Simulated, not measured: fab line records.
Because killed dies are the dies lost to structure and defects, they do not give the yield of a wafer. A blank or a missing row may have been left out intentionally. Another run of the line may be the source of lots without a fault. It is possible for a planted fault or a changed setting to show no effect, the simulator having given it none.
fab line records ; flow nand_harc ; part 2 of 2: steps 20 to 26 of 26
record lots=5; wafers=15; last_day=32
route steps=1302 shown A_CHANNEL_HOLE_D1@456
lots that met no fault: from a run of the same line without faults
start_h: hours from the record's first day to the start of the lot's first wafer shown ; wait_h: how many hours have passed since the lot's step before this one ; " repeats the value in the row above ; L1.1+2: one row covering several wafers at once ; - no value, or no start given ; * or withheld: withheld ; < > ~ a bound
route shown NAME@n: names a module that has steps shown in the file, with the first one's number in the route ; usual: mean and standard deviation over wafers with no fault ; same: alike in all rows ; chamber/n: place in a boat ; sites: readings site by site ; _std_site: standard deviation of those values ; _edge_site: inner sites' mean taken away from outer sites' mean ; radius_mm: for every site, how far away it sits from the centre of the wafer ; mask NAME#n: copy n ; behind: the last tool/chamber to shape the wafer ; hold: why the lot was held/for how many hours/how that ended ; device: the n, p or np transistor that did not switch ; end of line: the same wafers' tests at the end of the route ; a step with no rows: only its recipe ; killed: dies lost to structure and defects at the first sort, not the wafer's yield ; map: the dies of a wafer, with x for killed, . for not killed, _ for no die there
set.NAME: setting as actually run; set.NAME@STEP: the setting as run at that earlier step ; model.NAME: the simulator's own value behind a step, which no gauge read
lots at selected steps of the route; one table per step, one row per wafer
services: when a tool's chamber went out of use (start_h, in hours from the record's first day, below 0 if earlier), for how many hours, and the reason
## steps
# step NHARC_A_CHANNEL_HOLE_D1_ETCH_23
# recipe bias_v=5000; source_w=withheld; pressure_mtorr=20; time_s=819; ar_flow_sccm=375; c4f8_flow_sccm=89.3; o2_flow_sccm=35.7; temp_c=-20; target_depth_a=16000; chemistry=C4F8/O2/Ar
# usual drypump_motor_current_A=5.37/0.29; showerhead_plenum_p_Torr=3.65/0.1; temp_c=-20.00/0.1; throttle_valve_pct=32.154/0.0084
lot.wafer;tool;chamber;start_h;wait_h;drypump_motor_current_A;rf_hours_counter_h;showerhead_plenum_p_Torr;temp_c;throttle_valve_pct
L077.2;har_etch-02;1;207.80;0.5;5.73;307;3.65;-20.08;32.153
L077.5;har_etch-02;0;207.80;0.5;4.98;-;3.76;-20.04;32.152
L077.6;har_etch-02;1;207.80;0.5;5.74;-;3.65;-20.00;32.155
L078.4;har_etch-02;0;224.53;0.5;4.99;-;3.76;-19.98;32.148
L078.3;har_etch-02;1;224.53;0.5;5.72;-;3.64;-19.93;32.157
L078.6;har_etch-02;1;224.53;0.5;5.72;-;3.64;-20.18;32.138
L079.3;har_etch-02;0;232.89;0.5;4.97;-;3.75;-20.04;32.149
L079.4;har_etch-02;1;232.89;0.5;5.73;-;3.64;-19.91;32.143
L079.6;har_etch-02;1;232.89;0.5;5.73;-;3.64;-19.97;32.139
L090.1;har_etch-02;0;352.15;0.5;4.96;387;3.72;-20.02;32.157
L090.5;har_etch-02;0;352.15;0.5;4.99;-;3.72;-20.14;32.165
L090.6;har_etch-02;1;352.15;0.5;5.72;-;3.60;-20.00;32.158
L094.3;har_etch-01;0;389.89;0.5;5.30;-;3.47;-20.16;32.145
L094.4;har_etch-01;1;389.89;0.5;5.50;-;3.66;-19.74;32.145
L094.5;har_etch-01;0;389.89;0.5;5.31;-;3.47;-20.09;32.154
# step NHARC_A_CHANNEL_HOLE_D1_ETCH_24
# recipe bias_v=5000; source_w=withheld; pressure_mtorr=20; time_s=906.2; ar_flow_sccm=375; c4f8_flow_sccm=93.8; o2_flow_sccm=31.2; temp_c=-20; target_depth_a=15000; chemistry=C4F8/O2/Ar
# usual drypump_motor_current_A=5.37/0.29; showerhead_plenum_p_Torr=3.64/0.1; temp_c=-20.02/0.095; throttle_valve_pct=32.236/0.0085
lot.wafer;tool;chamber;start_h;wait_h;drypump_motor_current_A;rf_hours_counter_h;showerhead_plenum_p_Torr;temp_c;throttle_valve_pct
L077.2;har_etch-02;1;208.50;0.6;5.75;308;3.64;-20.14;32.238
L077.5;har_etch-02;0;208.50;0.6;4.97;-;3.75;-20.03;32.222
L077.6;har_etch-02;1;208.50;0.6;5.75;-;3.64;-20.10;32.238
L078.4;har_etch-02;0;225.25;0.6;5.00;-;3.75;-19.96;32.235
L078.3;har_etch-02;1;225.25;0.6;5.73;-;3.64;-20.02;32.207
L078.6;har_etch-02;1;225.25;0.6;5.75;-;3.64;-19.98;32.233
L079.3;har_etch-02;0;233.60;0.6;4.97;-;3.75;-20.10;32.242
L079.4;har_etch-02;1;233.60;0.6;5.72;-;3.63;-19.88;32.252
L079.6;har_etch-02;1;233.60;0.6;5.71;-;3.63;-19.92;32.240
L090.1;har_etch-02;0;352.84;0.6;4.98;388;3.71;-19.96;32.236
L090.5;har_etch-02;0;352.84;0.6;4.97;-;3.71;-20.10;32.235
L090.6;har_etch-02;1;352.84;0.6;5.73;-;3.60;-20.13;32.226
L094.3;har_etch-01;0;390.61;0.6;5.30;-;3.46;-19.98;32.252
L094.4;har_etch-01;1;390.61;0.6;5.49;-;3.66;-19.98;32.226
L094.5;har_etch-01;0;390.61;0.6;5.35;-;3.46;-19.99;32.227
# step NHARC_A_CHANNEL_HOLE_D1_ETCH_25
# recipe bias_v=5000; source_w=withheld; pressure_mtorr=20; time_s=1040.2; ar_flow_sccm=375; c4f8_flow_sccm=93.8; o2_flow_sccm=31.2; temp_c=-20; target_depth_a=15000; chemistry=C4F8/O2/Ar
# usual drypump_motor_current_A=5.37/0.28; showerhead_plenum_p_Torr=3.64/0.1; temp_c=-20.00/0.097; throttle_valve_pct=32.236/0.0096
lot.wafer;tool;chamber;start_h;wait_h;drypump_motor_current_A;rf_hours_counter_h;showerhead_plenum_p_Torr;temp_c;throttle_valve_pct
L077.2;har_etch-02;1;209.27;0.7;5.73;308;3.64;-19.87;32.246
L077.5;har_etch-02;0;209.27;0.7;4.97;-;3.75;-20.04;32.223
L077.6;har_etch-02;1;209.27;0.7;5.72;-;3.64;-19.89;32.237
L078.4;har_etch-02;0;226.07;0.7;4.95;-;3.75;-19.87;32.217
L078.3;har_etch-02;1;226.07;0.7;5.73;-;3.64;-19.96;32.235
L078.6;har_etch-02;1;226.07;0.7;5.73;-;3.64;-19.78;32.244
L079.3;har_etch-02;0;234.41;0.7;4.94;-;3.75;-20.02;32.225
L079.4;har_etch-02;1;234.41;0.7;5.73;-;3.63;-20.04;32.248
L079.6;har_etch-02;1;234.41;0.7;5.73;-;3.63;-20.14;32.237
L090.1;har_etch-02;0;353.60;0.6;4.98;389;3.71;-20.08;32.233
L090.5;har_etch-02;0;353.60;0.6;4.95;-;3.71;-20.13;32.222
L090.6;har_etch-02;1;353.60;0.6;5.72;-;3.60;-19.94;32.248
L094.3;har_etch-01;0;391.42;0.7;5.33;-;3.46;-19.93;32.235
L094.4;har_etch-01;1;391.42;0.7;5.45;-;3.66;-20.02;32.238
L094.5;har_etch-01;0;391.42;0.7;5.30;-;3.46;-20.19;32.235
# step NHARC_A_CHANNEL_HOLE_D1_ETCH_26
# recipe bias_v=300; source_w=2000; pressure_mtorr=30; time_s=224.1; ar_flow_sccm=375; c4f8_flow_sccm=11.4; o2_flow_sccm=113.6; temp_c=-20; target_depth_a=3000; chemistry=C4F8/O2/Ar
# usual drypump_motor_current_A=5.37/0.29; showerhead_plenum_p_Torr=3.69/0.11; temp_c=-20.01/0.1; throttle_valve_pct=24.586/0.0087
lot.wafer;tool;chamber;start_h;wait_h;drypump_motor_current_A;rf_hours_counter_h;showerhead_plenum_p_Torr;temp_c;throttle_valve_pct
L077.2;har_etch-02;1;210.05;0.6;5.72;309;3.69;-19.87;24.589
L077.5;har_etch-02;0;210.05;0.6;4.95;-;3.81;-20.22;24.569
L077.6;har_etch-02;1;210.05;0.6;5.74;-;3.69;-19.83;24.578
L078.4;har_etch-02;0;226.73;0.5;4.95;-;3.80;-20.00;24.574
L078.3;har_etch-02;1;226.73;0.5;5.73;-;3.69;-20.18;24.578
L078.6;har_etch-02;1;226.73;0.5;5.73;-;3.69;-19.99;24.588
L079.3;har_etch-02;0;235.06;0.5;5.00;-;3.80;-19.89;24.569
L079.4;har_etch-02;1;235.06;0.5;5.72;-;3.68;-20.00;24.580
L079.6;har_etch-02;1;235.06;0.5;5.72;-;3.68;-19.93;24.595
L090.1;har_etch-02;0;354.47;0.7;4.97;390;3.76;-19.89;24.583
L090.5;har_etch-02;0;354.47;0.7;4.99;-;3.76;-20.00;24.582
L090.6;har_etch-02;1;354.47;0.7;5.73;-;3.64;-19.97;24.576
L094.3;har_etch-01;0;392.07;0.5;5.35;-;3.50;-20.19;24.591
L094.4;har_etch-01;1;392.07;0.5;5.48;-;3.71;-20.02;24.577
L094.5;har_etch-01;0;392.07;0.5;5.33;-;3.50;-20.11;24.570
# step NHARC_A_CHANNEL_HOLE_D1_ETCH_33
# recipe bias_v=400; source_w=2000; pressure_mtorr=25; time_s=90; ar_flow_sccm=375; c4f8_flow_sccm=41.7; o2_flow_sccm=83.3; temp_c=-20; target_depth_a=4000; chemistry=C4F8/O2/Ar
# usual drypump_motor_current_A=5.37/0.29; showerhead_plenum_p_Torr=3.68/0.11; temp_c=-20.01/0.11; throttle_valve_pct=27.620/0.0091
lot.wafer;tool;chamber;start_h;wait_h;drypump_motor_current_A;rf_hours_counter_h;showerhead_plenum_p_Torr;temp_c;throttle_valve_pct
L077.2;har_etch-02;1;210.24;0.2;5.74;309;3.69;-20.06;27.622
L077.5;har_etch-02;0;210.24;0.2;4.98;-;3.80;-19.93;27.606
L077.6;har_etch-02;1;210.24;0.2;5.76;-;3.68;-19.93;27.619
L078.4;har_etch-02;0;226.92;0.2;4.97;-;3.80;-19.79;27.615
L078.3;har_etch-02;1;226.92;0.2;5.75;-;3.68;-20.08;27.620
L078.6;har_etch-02;1;226.92;0.2;5.75;-;3.68;-20.09;27.632
L079.3;har_etch-02;0;235.26;0.2;4.97;-;3.79;-19.91;27.626
L079.4;har_etch-02;1;235.26;0.2;5.74;-;3.68;-19.99;27.617
L079.6;har_etch-02;1;235.26;0.2;5.73;-;3.68;-19.91;27.620
L090.1;har_etch-02;0;354.67;0.2;4.98;390;3.76;-19.87;27.624
L090.5;har_etch-02;0;354.67;0.2;4.99;-;3.76;-19.91;27.615
L090.6;har_etch-02;1;354.67;0.2;5.74;-;3.64;-20.04;27.619
L094.3;har_etch-01;0;392.27;0.2;5.32;-;3.50;-20.03;27.622
L094.4;har_etch-01;1;392.27;0.2;5.46;-;3.70;-19.92;27.637
L094.5;har_etch-01;0;392.27;0.2;5.31;-;3.50;-20.05;27.638
# step NHARC_A_CHANNEL_HOLE_D1_STRIP_41
# recipe n2_flow_sccm=150; h2_flow_sccm=150; ar_flow_sccm=0; bias_w=0; chemistry=N2/H2
lot.wafer;tool;chamber;start_h;wait_h
L077.2+6+5;rie_diel-09;3,3,0;210.74;0.5
L078.4+3+6;rie_diel-09;1,2,1;227.39;0.4
L079.4+3+6;rie_diel-07;1,2,0;235.74;0.4
L090.1+5+6;rie_diel-09;0,2,3;355.20;0.5
L094.4+3+5;rie_diel-09;0,2,0;392.73;0.4
# step NHARC_A_CHANNEL_HOLE_D1_STRIP_42
# recipe cf4_flow_sccm=100; chf3_flow_sccm=30; ar_flow_sccm=0; bias_w=0; chemistry=CF4/CHF3
lot.wafer;tool;chamber;start_h;wait_h
L077.2+6+5;rie_diel-09;0,0,1;210.84;0.1
L078.3+4+6;rie_diel-09;0,2,0;227.49;0.1
L079.3+4+6;rie_diel-07;3,1,3;235.82;0.1
L090.1+6+5;rie_diel-09;0,0,3;355.32;0.1
L094.4+3+5;rie_diel-09;0,3,0;392.83;0.1
## services
tool;chamber;start_h;hours;kind
litho_track-06;-;179.00;7.0;pm
rie_diel-09;1;180.14;17.5;repair
rie_diel-09;0;183.94;16.0;repair
arfi_scanner-03;-;196.01;4.0;pm
litho_track-04;-;203.00;7.0;pm
rie_diel-07;-;209.11;3.7;repair
rie_diel-09;3;217.30;9.9;repair
rie_diel-09;1;255.39;4.3;repair
rie_diel-07;-;256.10;1.2;repair
rie_diel-07;1;264.02;4.4;repair
rie_diel-09;1;266.29;18.7;repair
arfi_scanner-03;-;272.42;1.9;repair
arfi_scanner-02;-;282.24;2.6;repair
rie_diel-07;-;294.39;9.0;pm
arfi_scanner-02;-;312.00;4.0;pm
rie_diel-09;-;320.10;9.0;pm
litho_track-01;-;330.00;7.0;pm
rie_diel-07;1;332.23;22.9;repair
rie_diel-07;0;334.75;6.6;repair
rie_diel-09;1;349.39;13.8;repair
litho_track-06;-;354.00;7.0;pm
rie_diel-09;3;373.33;1.9;repair
har_etch-02;-;377.00;17.0;pm
litho_track-04;-;378.00;7.0;pm
